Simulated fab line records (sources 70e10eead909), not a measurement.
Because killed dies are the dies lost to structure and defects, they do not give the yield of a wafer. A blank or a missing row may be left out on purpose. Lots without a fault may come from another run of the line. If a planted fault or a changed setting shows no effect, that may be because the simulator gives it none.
Which tool is to blame?	flow nandHarc	Sampling: 7 lots, 21 wafers, 2 of 1159 route steps

WHAT THE GAUGES READ, wafer by wafer
NHARC_A_ONON_D1_THK_MEAS_08: measures by ellipsometry.
lot	measured	on	thkNm (nm)
L765	day 8 05:34	filmMetro-02	1023 1024 1021
L766	day 8 11:26	filmMetro-01	1803 1805 1803
L769	day 9 10:04	filmMetro-02	993 994 996
L777	day 11 05:26	filmMetro-02	1009 1008 1010
L779	day 12 03:54	filmMetro-01	1001 1000 1003
L783	day 12 20:25	filmMetro-01	1010 1011 1011
L784	day 12 20:26	filmMetro-02	999 999 998

WHAT TOOL EACH LOT RAN ON (gives the tool, then ch and the chambers of the sampled wafers, and finally the start)
lot	NHARC_A_ONON_D1_DEP_06
L765	pecvdOnon-04 ch 0, day 8 05:07
L766	pecvdOnon-01 ch 0, day 8 10:55
L769	pecvdOnon-04 ch 0, day 9 09:33
L777	pecvdOnon-03 ch 0, day 11 04:59
L779	pecvdOnon-03 ch 0, day 12 03:31
L783	pecvdOnon-04 ch 0, day 12 19:54
L784	pecvdOnon-01 ch 0, day 12 19:55
- NHARC_A_ONON_D1_DEP_06: target thk 1000 nm.

THE ANSWER, worked out from the rows above alone
Rule: the usual values come from the lots themselves. Put in order of their means at a reading, lots are off if they are a third of the lots or fewer, leave a main group of 4 or more, and stand apart from it by a gap of 3 or more times the standard deviation of the main group's means; of several such gaps the widest counts. If all means in a main group match to the digits the tables above print for the reading, that group is not used. A lot without any number at a reading at which 4 lots or more have one is off too. All remaining lots with rows at the step are treated as sound.
Off at NHARC_A_ONON_D1_THK_MEAS_08 (thkNm): L766. For the main group the mean is 1006 nm and the standard deviation 9.3.
A tool fits if, at a process step before that reading, it ran every lot that is off, and no sound lot after the first of them. Gauges at NHARC_A_ONON_D1_THK_MEAS_08: tried the same way as those tools. No candidate that was tried fits.

WHAT THE SIMULATOR HAD PUT IN
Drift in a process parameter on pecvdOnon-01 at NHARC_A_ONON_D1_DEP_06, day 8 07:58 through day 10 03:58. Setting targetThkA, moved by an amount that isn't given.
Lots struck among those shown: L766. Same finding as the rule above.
